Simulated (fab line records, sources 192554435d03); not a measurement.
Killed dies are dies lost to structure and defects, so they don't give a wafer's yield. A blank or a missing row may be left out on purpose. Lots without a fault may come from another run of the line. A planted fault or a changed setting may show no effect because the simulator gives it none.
Problem report in the 8D (eight disciplines) form, filled by code | flow n5_finfet | the parts of the form that need people (team, actions taken, sign-off) are left out

1. THE PROBLEM
spin_speed_rpm at N5_FIN_SAQP_COAT_10 reads a mean of 2270.0 rpm on 9 wafers of 3 lots; wafers without a fault read 1500.3 rpm with a standard deviation of 0.93. That is +99 or more standard deviations from the usual mean.
The step: resist thk 90 nm.
First seen on wafer L246.1, day 5 05:53, on litho_track-04. The record holds 27 wafers of 9 lots with a number at this step. Rule for "out", or "out of limits": more than 4 standard deviations from the usual mean. The other wafers with a number count as sound.

2. WHAT IT IS AND WHAT IT IS NOT
question                    | is                     | is not
which readings at this step | spin_speed_rpm         | -
which lots                  | L246, L248, L249       | L240, L242, L244, L247, L255, L256
which wafers of those lots  | all that have a number | -
read on which tools         | litho_track-04         | litho_track-02, litho_track-03
when                        | from day 5 05:53       | up to then (9 sound wafers); but 9 sound wafers of L247, L255, L256 came after

3. SUSPECTS, AND WHAT RULES EACH OUT
Counting: a tool at a process step up to the reading stays a suspect if it ran every lot that is out and no sound lot after the first of them.
- litho_track-04 at N5_FIN_SAQP_COAT_10 (resist thk 90 nm): kept. It ran every lot that is out, first L246 (day 5 05:53), and no sound lot after that; its last sound lot up to then is L242 (day 4 04:52). Its own readings are out on those wafers: spin_speed_rpm.
Left after counting: litho_track-04 at N5_FIN_SAQP_COAT_10.

4. THE CAUSE (what the simulator had put in)
Process parameter drift: litho_track-04, from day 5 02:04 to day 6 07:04, at N5_FIN_SAQP_COAT_10. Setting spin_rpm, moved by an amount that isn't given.
Counting left only this tool.

5. THE CHAIN OF EFFECTS, in route order
Each row: a reading whose mean over the struck wafers that have a number lies more than 3 standard deviations from the usual. Only readings for which the record gives a usual standard deviation are gone through. hours: the time from each lot's start at the first step in this table that gives one to its start at this step, as a median over the lots. sigmas: the change in usual standard deviations.
hours | step                | reading        | usual      | on struck wafers | change | sigmas
0     | N5_FIN_SAQP_COAT_10 | spin_speed_rpm | 1500.3 rpm | 2270.0           | +769.7 | +99 or more
The process steps in it:
- N5_FIN_SAQP_COAT_10: resist thk 90 nm.
Later measuring or inspecting steps at which every struck wafer that the step has a row for has a number for every such reading, and none has moved that far: N5_FIN_SAQP_INSPECT_18, N5_BEOL_M4_RC_MEAS_101.

6. WHAT WOULD HAVE CAUGHT IT SOONER
In this record the first reading out of limits was taken at day 5 05:53, 4 hours after the fault began at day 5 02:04.
